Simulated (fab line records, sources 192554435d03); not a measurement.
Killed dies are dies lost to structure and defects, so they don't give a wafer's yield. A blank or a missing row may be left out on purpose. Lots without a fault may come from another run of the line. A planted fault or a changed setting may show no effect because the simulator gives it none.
fab line records | flow n5_finfet
record lots=8 wafers=24 last_day=18
route steps=1938 shown MOL_CONTACT_COAG@578 BEOL_M4@1111 PASSIVATION@1936
lots that met no fault: from a run of the same line without faults
start_h: hours from the record's first day to the start of the lot's first wafer shown | wait_h: hours since the lot's step before | " the same as in the row above | L1.1+2: a row that stands for several wafers | - no value, or no start given | * or withheld: withheld | < > ~ a bound
route shown NAME@n: a module of which the file shows steps, and the number in the route of the first | usual: mean/standard deviation of fault-free wafers | same: alike in all rows | chamber/n: place in a boat | sites: the reading at each site | _std_site: their standard deviation | _edge_site: outer sites' mean less inner sites' | radius_mm: how far each site lies from the wafer's centre | mask NAME#n: copy n | behind: the tool/chamber that last shaped the wafer | hold: why the lot was held/for how many hours/how that ended | device: the transistor (n, p or np) that didn't switch | end of line: the same wafers' tests at the end of the route | a step without rows: its recipe alone | killed: dies lost to structure and defects at the first sort, not the wafer's yield | map: a wafer's dies, x killed, . not, _ none there
set.NAME: the setting as run; set.NAME@STEP: as run at that earlier step | model.NAME: the simulator's own value behind a step, which no gauge read
steps of the route over a sample of lots; a table a step, a row a wafer
services: from which hour (start_h, from the record's first day; less than 0 if before it) a tool's chamber was out of use, for how many hours, and why
## steps
# step N5_MOL_CONTACT_COAG_ETCH_90
# recipe chemistry=CF4 target=SiARC target_depth_a=130 mask_material=CAR-EUV time_s=21.7 ion_energy_ev=80 pressure_mtorr=40 source_w=545 bias_w=36 Ar_flow_sccm=100 cf4_flow_sccm=100 ends=cleared
# usual drypump_motor_current_A=5.9/0.42 etch_rf_on_time_s=21.5/0.46 oes_product_au=0.65/0.072 rf_vpp_V=184.0/1.2 showerhead_plenum_p_Torr=2.14/0.066 throttle_valve_pct=15.62/0.2
# columns lot.wafer tool chamber start_h wait_h drypump_motor_current_A etch_rf_on_time_s oes_product_au rf_hours_counter_h rf_vpp_V showerhead_plenum_p_Torr throttle_valve_pct
L325.2 rie_diel-03 3 101.80 0.0 6.0 21.3 0.64 170 184.7 2.14 15.40
L325.3 " 1 " " 6.3 21.9 0.69 94 183.5 2.16 15.52
L325.6 " 1 " " 6.3 22.2 0.67 - 186.0 2.16 15.53
L326.1 rie_diel-02 1 103.29 0.0 5.4 22.1 0.63 156 184.4 2.23 15.46
L326.3 " 0 " " 6.3 21.6 0.65 126 182.0 1.98 15.63
L326.5 " 0 " " 6.3 21.5 0.65 - 181.1 1.98 15.64
L332.1 rie_diel-02 3 142.40 0.0 6.0 21.0 0.76 35 182.6 2.08 15.53
L332.3 " 0 " " 6.4 21.1 0.66 135 181.4 1.97 15.66
L332.6 " 0 " " 6.3 21.1 0.66 - 181.4 1.97 15.65
L336.2 rie_diel-05 0 168.11 0.0 5.7 21.5 0.61 218 186.2 2.20 15.55
L336.3 " 1 " " 5.1 21.3 0.61 218 184.1 2.19 15.87
L336.5 " 0 " " 5.7 21.5 0.61 - 184.9 2.20 15.54
L340.4 rie_diel-03 2 197.32 0.0 5.5 20.8 0.58 248 183.8 2.11 15.71
L340.5 " 0 " " 6.3 22.1 0.57 - 184.4 2.11 15.85
L340.6 " 3 " " 5.9 20.9 0.62 - 186.2 2.13 15.46
L345.1 rie_diel-02 0 225.47 0.0 6.3 21.6 0.63 164 181.5 1.96 15.73
L345.5 " 0 " " 6.3 21.7 0.63 - 181.3 1.96 15.70
L345.6 " 3 " " 6.0 21.6 0.71 - 183.9 2.07 15.60
L346.1 rie_diel-05 1 236.15 0.0 5.2 21.5 0.59 236 185.4 2.19 15.91
L346.2 " 2 " " 5.5 22.0 0.74 37 183.0 2.09 15.27
L346.4 " 0 " " 5.8 21.4 0.59 241 184.6 2.20 15.59
L348.1 rie_diel-03 3 246.21 0.0 5.9 21.3 0.60 223 183.2 2.12 15.51
L348.3 " 2 " " 5.5 20.8 0.84 11 183.9 2.10 15.23
L348.5 " 2 " " 5.5 20.8 0.84 - 183.5 2.10 15.25
# step N5_MOL_CONTACT_COAG_ETCH_91
# recipe chemistry=N2/H2 target=SOC target_depth_a=600 overetch_a=210 mask_material=SiARC temp_c=40 time_s=101.2 ion_energy_ev=200 pressure_mtorr=30 source_w=840 bias_w=150 n2_flow_sccm=200 h2_flow_sccm=200
# usual drypump_motor_current_A=5.8/0.4 oes_product_au=0.63/0.067 rf_vpp_V=523.8/2.5 showerhead_plenum_p_Torr=2.54/0.09 throttle_valve_pct=17.83/0.22
# columns lot.wafer tool chamber start_h wait_h drypump_motor_current_A oes_product_au rf_hours_counter_h rf_vpp_V showerhead_plenum_p_Torr throttle_valve_pct
L325.2 rie_diel-03 0 102.09 0.0 6.3 0.59 213 525.9 2.52 17.92
L325.3 " 1 " " 6.4 0.67 94 523.8 2.55 17.68
L325.6 " 0 " " 6.3 0.59 - 523.0 2.52 17.91
L326.1 rie_diel-02 2 103.75 0.0 5.8 0.60 220 523.4 2.50 18.03
L326.3 " 3 " " 6.0 0.75 21 522.5 2.48 17.70
L326.5 " 3 " " 6.0 0.76 - 523.1 2.48 17.72
L332.1 rie_diel-02 3 142.70 0.0 6.0 0.72 35 523.0 2.47 17.72
L332.3 " 1 " " 5.4 0.63 171 526.2 2.66 17.78
L332.6 " 1 " " 5.4 0.62 - 526.7 2.66 17.80
L336.2 rie_diel-02 3 169.18 0.0 6.0 0.72 44 522.6 2.47 17.75
L336.3 " 0 " " 6.3 0.63 142 517.7 2.34 17.91
L336.5 " 1 " " 5.4 0.62 - 527.7 2.65 17.82
L340.4 rie_diel-03 1 197.68 0.0 6.3 0.65 126 524.2 2.54 17.73
L340.5 " 2 " " 5.5 0.55 - 523.1 2.49 17.83
L340.6 " 3 " " 5.9 0.60 - 522.9 2.54 17.68
L345.1 rie_diel-05 1 225.76 0.0 5.1 0.58 233 525.7 2.61 18.05
L345.5 " 2 " " 5.5 0.74 - 521.9 2.48 17.41
L345.6 " 3 " " 6.5 0.58 - 527.1 2.63 18.26
L346.1 rie_diel-02 3 236.50 0.0 6.0 0.68 69 519.8 2.45 17.80
L346.2 " 0 " " 6.4 0.62 168 515.9 2.33 17.96
L346.4 " 2 " " 5.8 0.77 11 523.4 2.48 17.63
L348.1 rie_diel-02 3 246.50 0.0 6.0 0.68 72 522.1 2.45 17.81
L348.3 " 1 " " 5.4 0.60 209 526.6 2.64 17.85
L348.5 " 1 " " 5.4 0.60 - 525.2 2.64 17.87
# step N5_MOL_CONTACT_COAG_INSPECT_42
# recipe mode=adi inspect_instrument=brightfield
# usual raw_defect_count=199/54
# columns lot.wafer tool chamber start_h wait_h raw_defect_count
L325.2 defect_inspect-02 - 102.96 0.0 296
L325.3 " - " " 319
L325.6 " - " " 221
L326.1 defect_inspect-01 - 104.78 0.1 231
L326.3 " - " " 227
L326.5 " - " " 321
L332.1 defect_inspect-02 - 143.68 0.1 215
L332.3 " - " " 1317
L332.6 " - " " 1210
L336.2 defect_inspect-02 - 170.05 0.0 182
L336.3 " - " " 159
L336.5 " - " " 1223
L340.4 defect_inspect-02 - 198.67 0.0 307
L340.5 " - " " 225
L340.6 " - " " 204
L345.1 defect_inspect-02 - 226.63 0.1 218
L345.5 " - " " 243
L345.6 " - " " 260
L346.1 defect_inspect-02 - 237.48 0.1 217
L346.2 " - " " 192
L346.4 " - " " 200
L348.1 defect_inspect-02 - 247.36 0.1 168
L348.3 " - " " 120
L348.5 " - " " 114
# step N5_MOL_CONTACT_COAG_DESCUM_45
# recipe chemistry=O2 time_s=7 source_power_w=50 bias_power_w=20 pressure_mtorr=20 rf_frequency_hz=2.712e+07 temp_c=40 resist=CAR-EUV o2_flow_sccm=225
# usual drypump_motor_current_A=5.8/0.41 oes_product_au=0.76/0.079 rf_vpp_V=243.0/1.5 showerhead_plenum_p_Torr=2.08/0.088 throttle_valve_pct=20.44/0.19
# columns lot.wafer tool chamber start_h wait_h drypump_motor_current_A oes_product_au rf_hours_counter_h rf_vpp_V showerhead_plenum_p_Torr throttle_valve_pct
L325.2 rie_diel-02 2 103.35 0.4 5.8 0.70 220 241.7 2.08 20.73
L325.3 " 1 " " 5.4 0.76 156 245.5 2.18 20.22
L325.6 " 3 " " 6.0 0.90 - 242.2 2.03 20.37
L326.1 rie_diel-05 1 104.82 0.0 5.1 0.71 195 243.8 2.18 20.75
L326.3 " 0 " " 5.7 0.71 194 243.0 2.19 20.43
L326.5 " 1 " " 5.1 0.72 - 245.9 2.18 20.75
L332.1 rie_diel-02 2 143.72 0.0 5.7 0.70 235 241.6 2.07 20.76
L332.3 " 3 " " 6.0 0.87 36 242.1 2.03 20.40
L332.6 " 1 " " 5.4 0.74 - 244.5 2.17 20.24
L336.2 rie_diel-03 0 170.08 0.0 6.3 0.66 235 242.3 2.07 20.62
L336.3 " 2 " " 5.5 0.67 238 241.8 2.04 20.34
L336.5 " 2 " " 5.5 0.67 - 243.6 2.04 20.34
L340.4 rie_diel-02 1 198.72 0.0 5.4 0.73 - 243.0 2.17 20.27
L340.5 " 3 " " 6.0 0.84 - 242.1 2.02 20.40
L340.6 " 0 " " 6.4 0.75 - 240.2 1.90 20.41
L345.1 rie_diel-02 1 226.66 0.0 5.4 0.71 202 242.9 2.16 20.29
L345.5 " 2 " " 5.8 0.94 - 241.1 2.06 20.35
L345.6 " 1 " " 5.4 0.72 - 244.9 2.16 20.28
L346.1 rie_diel-02 2 237.70 0.2 5.8 0.93 12 243.5 2.06 20.36
L346.2 " 0 " " 6.3 0.73 169 240.1 1.90 20.43
L346.4 " 3 " " 5.9 0.82 69 242.5 2.02 20.44
L348.1 rie_diel-02 1 247.40 0.0 5.4 0.72 210 243.4 2.16 20.29
L348.3 " 0 " " 6.3 0.73 172 238.8 1.90 20.45
L348.5 " 2 " " 5.8 0.92 - 243.2 2.06 20.38
# step N5_MOL_CONTACT_COAG_ETCH_66
# recipe chemistry=CF4 target=SiARC target_depth_a=130 mask_material=CAR-EUV time_s=21.7 ion_energy_ev=80 pressure_mtorr=40 source_w=545 bias_w=36 Ar_flow_sccm=100 cf4_flow_sccm=100 ends=cleared
# usual drypump_motor_current_A=5.8/0.4 etch_rf_on_time_s=21.7/0.48 oes_product_au=0.65/0.065 rf_vpp_V=184.0/1.3 showerhead_plenum_p_Torr=2.13/0.08 throttle_valve_pct=15.64/0.16
# columns lot.wafer tool chamber start_h wait_h drypump_motor_current_A etch_rf_on_time_s oes_product_au rf_hours_counter_h rf_vpp_V showerhead_plenum_p_Torr throttle_valve_pct
L325.2 rie_diel-02 2 103.40 0.0 5.7 22.4 0.59 220 185.1 2.12 15.87
L325.3 " 1 " " 5.4 21.9 0.64 156 184.8 2.23 15.46
L325.6 " 3 " " 5.9 21.2 0.77 - 182.2 2.09 15.54
L326.1 rie_diel-05 1 104.87 0.0 5.2 21.4 0.62 195 184.0 2.20 15.82
L326.3 " 0 " " 5.7 21.7 0.62 194 185.5 2.21 15.51
L326.5 " 1 " " 5.2 21.4 0.62 - 187.2 2.20 15.81
L332.1 rie_diel-02 2 143.77 0.0 5.8 22.3 0.59 235 184.5 2.11 15.91
L332.3 " 3 " " 5.9 21.4 0.74 36 183.7 2.08 15.55
L332.6 " 1 " " 5.4 22.3 0.62 - 185.6 2.23 15.48
L336.2 rie_diel-03 0 170.13 0.0 6.3 22.1 0.58 235 184.9 2.11 15.85
L336.3 " 2 " " 5.5 20.9 0.58 238 183.6 2.11 15.70
L336.5 " 2 " " 5.4 21.0 0.59 - 184.4 2.11 15.68
L340.4 rie_diel-02 1 198.78 0.0 5.4 22.6 0.61 - 185.6 2.22 15.52
L340.5 " 3 " " 5.9 21.6 0.71 - 183.0 2.08 15.57
L340.6 " 0 " " 6.4 21.8 0.64 - 181.1 1.97 15.70
L345.1 rie_diel-02 1 226.71 0.0 5.4 22.1 0.61 202 185.1 2.22 15.55
L345.5 " 2 " " 5.8 21.5 0.79 - 182.5 2.11 15.43
L345.6 " 1 " " 5.4 22.3 0.61 - 184.3 2.22 15.55
L346.1 rie_diel-02 2 237.75 0.0 5.8 21.5 0.79 12 185.2 2.11 15.45
L346.2 " 0 " " 6.4 21.2 0.64 169 182.1 1.96 15.73
L346.4 " 3 " " 5.9 21.3 0.70 69 183.8 2.07 15.61
L348.1 rie_diel-02 1 247.45 0.0 5.4 22.3 0.60 210 186.7 2.21 15.57
L348.3 " 0 " " 6.4 21.5 0.63 172 181.8 1.96 15.72
L348.5 " 2 " " 5.8 21.6 0.78 - 183.6 2.11 15.47
# step N5_BEOL_M4_RC_MEAS_101
# usual DIBL_N=35.9/1.8 DIBL_P=36.2/2 IOFF_N=0.16/0.031 IOFF_P=0.22/0.041 ION_N=676/11 ION_P=465/8.5 SS_N=71.4/0.64 SS_P=73.2/0.7 VT_N=250/3.5 VT_P=-250/3.9
# columns lot.wafer tool chamber start_h wait_h DIBL_N[mV/V] DIBL_P[mV/V] IOFF_N[nA/um] IOFF_P[nA/um] ION_N[uA/um] ION_P[uA/um] SS_N[mV/dec] SS_P[mV/dec] VT_N[mV] VT_P[mV]
L326.1 prober-02 0 172.36 0.0 35.3 37.7 0.15 0.21 681 472 70.8 73.5 250 -250
L326.3 " 0 " " 34.0 35.3 0.13 0.18 657 456 70.9 73.1 253 -252
L326.5 " 0 " " 35.9 37.8 0.16 0.22 688 467 70.8 73.5 251 -249
L325.2 prober-01 0 172.38 0.2 35.4 35.3 0.13 0.22 672 466 71.4 72.4 255 -249
L325.3 " 0 " " 36.9 37.8 0.17 0.29 694 484 71.1 73.3 249 -244
L325.6 " 0 " " 35.3 34.9 0.14 0.23 674 476 70.7 73.0 252 -246
L332.1 prober-01 0 214.18 0.0 34.1 32.5 0.12 0.19 672 468 71.3 72.5 253 -250
L332.3 " 0 " " 36.5 35.7 0.17 0.24 682 464 71.4 73.8 247 -247
L332.6 " 0 " " 36.3 35.0 0.16 0.22 675 459 71.6 72.7 249 -247
L336.2 prober-01 0 242.24 0.2 36.9 35.8 0.16 0.21 675 461 72.6 73.1 249 -250
L336.3 " 0 " " 35.8 34.5 0.14 0.19 665 453 71.9 73.6 251 -252
L336.5 " 0 " " 37.7 36.8 0.17 0.23 680 463 71.8 73.5 249 -247
L340.4 prober-01 0 260.33 0.5 35.2 35.3 0.14 0.17 675 460 70.3 72.5 250 -253
L340.5 " 0 " " 34.8 35.6 0.13 0.16 676 458 71.0 72.3 254 -256
L340.6 " 0 " " 35.6 35.4 0.14 0.17 678 455 71.6 72.6 252 -256
L345.1 prober-01 0 292.51 0.0 36.6 37.1 0.16 0.25 684 476 71.8 72.6 248 -247
L345.5 " 0 " " 37.2 37.5 0.16 0.26 673 470 71.3 73.7 251 -247
L345.6 " 0 " " 38.2 39.3 0.21 0.30 702 484 71.5 73.6 244 -246
L346.1 prober-01 0 303.26 0.0 36.2 34.7 0.17 0.22 680 459 71.8 73.0 247 -251
L346.2 " 0 " " 34.7 33.7 0.14 0.20 669 466 71.2 72.9 249 -251
L346.4 " 0 " " 34.8 33.1 0.15 0.19 662 458 71.2 71.8 250 -250
L348.1 prober-02 0 321.11 0.0 35.7 35.5 0.13 0.15 676 456 70.6 73.4 250 -258
L348.3 " 0 " " 35.4 35.8 0.13 0.15 678 464 70.6 72.5 254 -259
L348.5 " 0 " " 35.6 36.1 0.14 0.15 675 452 71.2 73.0 249 -256
# step N5_PASSIVATION_PROBE_49
# usual defect_limited_yield=91.3/1.3 killed_at_M0_to_M3=35/9.3 killed_at_M4_up=14/5.2 killed_at_contacts=12/5.9 killed_at_front_end=38/11 killed_at_other=4/3.7 killed_dies=103/15 killed_open=67/12 killed_short=34/8 sort_bin_5_function=5.1/0.88 sort_bin_6_memory=3.3/0.65 sort_n_pass=1077/15 sort_yield_pct=91.3/1.3
# same gross_dies=1180 killed_at_back_side=0 sort_bin_4_leakage[%]=0 sort_bin_8_speed[%]=0
# columns lot.wafer tool chamber start_h wait_h defect_limited_yield[%] killed_at_M0_to_M3 killed_at_M4_up killed_at_contacts killed_at_front_end killed_at_other killed_dies killed_open killed_short sort_bin_5_function[%] sort_bin_6_memory[%] sort_n_pass sort_yield_pct[%]
L332.1 prober-02 - 328.49 0.0 91.0 29 19 25 32 1 106 76 30 5.9 3.1 1074 91.0
L332.3 prober-02 - 328.59 0.1 79.2 30 15 170 28 2 245 61 32 12.1 4.5 935 79.2
L332.6 prober-02 - 328.74 0.3 78.3 30 17 175 33 1 256 73 32 13.4 4.3 924 78.3
L336.2 prober-02 - 361.33 0.1 88.6 42 14 6 63 10 135 91 43 7.9 3.4 1045 88.6
L336.3 prober-02 - 361.38 0.1 89.2 40 25 8 46 9 128 77 45 6.7 3.7 1052 89.2
L336.5 prober-02 - 361.48 0.2 78.8 35 8 150 50 7 250 72 32 12.9 4.2 930 78.8
# killed by level:class
L332.1 MOL_CONTACT_COAG:geometric_particle:open=24 BEOL_M4:geometric_particle:open=11 BEOL_M3:geometric_particle:open=10 STI_FIN_REVEAL:geometric_particle:open=8 GATE_CUT:geometric_particle:short=8 BEOL_M0_SAQP:geometric_particle:open=4 BEOL_M3:geometric_particle:short=4 FIN_SAQP:geometric_particle:short=3
L332.3 MOL_CONTACT_COAG:unspecified=151 MOL_CONTACT_COAG:geometric_particle:open=16 BEOL_M4:geometric_particle:open=11 BEOL_M3:geometric_particle:open=7 BEOL_M0_SAQP:geometric_particle:short=6 BEOL_M0:geometric_particle:short=6 STI_FIN_REVEAL:geometric_particle:open=5 DUMMY_GATE:geometric_particle:open=5
L332.6 MOL_CONTACT_COAG:unspecified=148 MOL_CONTACT_COAG:geometric_particle:open=26 STI_FIN_REVEAL:geometric_particle:open=11 BEOL_M4:geometric_particle:open=10 STI_FIN_REVEAL:geometric_particle:short=7 BEOL_M0_SAQP:geometric_particle:short=5 BEOL_M3:geometric_particle:open=5 BEOL_M0_SAQP:geometric_particle:open=4
L336.2 FIN_SAQP:geometric_particle:open=20 STI_FIN_REVEAL:geometric_particle:open=16 FIN_SAQP:geometric_particle:short=10 BEOL_M0_SAQP:geometric_particle:open=9 BEOL_M1:geometric_particle:open=8 BEOL_M0_SAQP:geometric_particle:short=6 BEOL_M4:geometric_particle:open=6 MOL_CONTACT_COAG:geometric_particle:open=5
L336.3 FIN_SAQP:geometric_particle:short=13 BEOL_M0_SAQP:geometric_particle:short=12 BEOL_M5:geometric_particle:open=10 BEOL_M0_SAQP:geometric_particle:open=9 FIN_SAQP:geometric_particle:open=8 STI_FIN_REVEAL:geometric_particle:open=8 BEOL_M4:geometric_particle:open=7 BEOL_M0:geometric_particle:open=7
L336.5 MOL_CONTACT_COAG:unspecified=145 STI_FIN_REVEAL:geometric_particle:open=17 FIN_SAQP:geometric_particle:open=11 BEOL_M0:geometric_particle:open=10 BEOL_M0_SAQP:geometric_particle:short=7 FIN_SAQP:geometric_particle:short=6 BEOL_M1:geometric_particle:open=6 GATE_CUT:geometric_particle:short=5
## services
# columns tool chamber start_h hours kind
rie_diel-05 2 109.16 - clean
rie_diel-05 2 109.16 - consumable_replace:focus_ring
rie_diel-05 2 109.16 22.5 scheduled_down
rie_diel-05 2 109.16 22.5 vent_cycle
rie_diel-05 1 141.45 1.7 repair
rie_diel-02 2 188.84 - clean
rie_diel-02 2 188.84 - consumable_replace:focus_ring
rie_diel-02 2 188.84 16.3 scheduled_down
rie_diel-02 2 188.84 16.3 vent_cycle
rie_diel-03 2 203.59 - clean
rie_diel-03 2 203.59 - consumable_replace:focus_ring
rie_diel-03 2 203.59 17.8 scheduled_down
rie_diel-03 2 203.59 17.8 vent_cycle
rie_diel-03 1 217.32 3.5 repair
rie_diel-03 0 221.39 - clean
rie_diel-03 0 221.39 - consumable_replace:focus_ring
rie_diel-03 0 221.39 21.7 scheduled_down
rie_diel-03 0 221.39 21.7 vent_cycle
## key
first_sign step=N5_MOL_CONTACT_COAG_INSPECT_42 reading=raw_defect_count direction=up sigmas=19 usual=199 struck=1250
effect step=N5_PASSIVATION_PROBE_49 reading=killed_at_contacts direction=up sigmas=26 usual=12 struck=165
more_kills_born_at N5_MOL_CONTACT_COAG_ETCH_91@rie_diel-02=444
met_at N5_MOL_CONTACT_COAG_ETCH_91
struck_lots L332,L336
struck_wafers L332.3,L332.6,L336.5
not_acting_at N5_MOL_CONTACT_COAG_ETCH_90,N5_MOL_CONTACT_COAG_DESCUM_45,N5_MOL_CONTACT_COAG_ETCH_66
fault kind=chamber_particle_source tool=rie_diel-02 chamber=1 onset_h=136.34 steps=N5_MOL_CONTACT_COAG_ETCH_91 rate_per_visit_cm2=1.7077 end_h=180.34
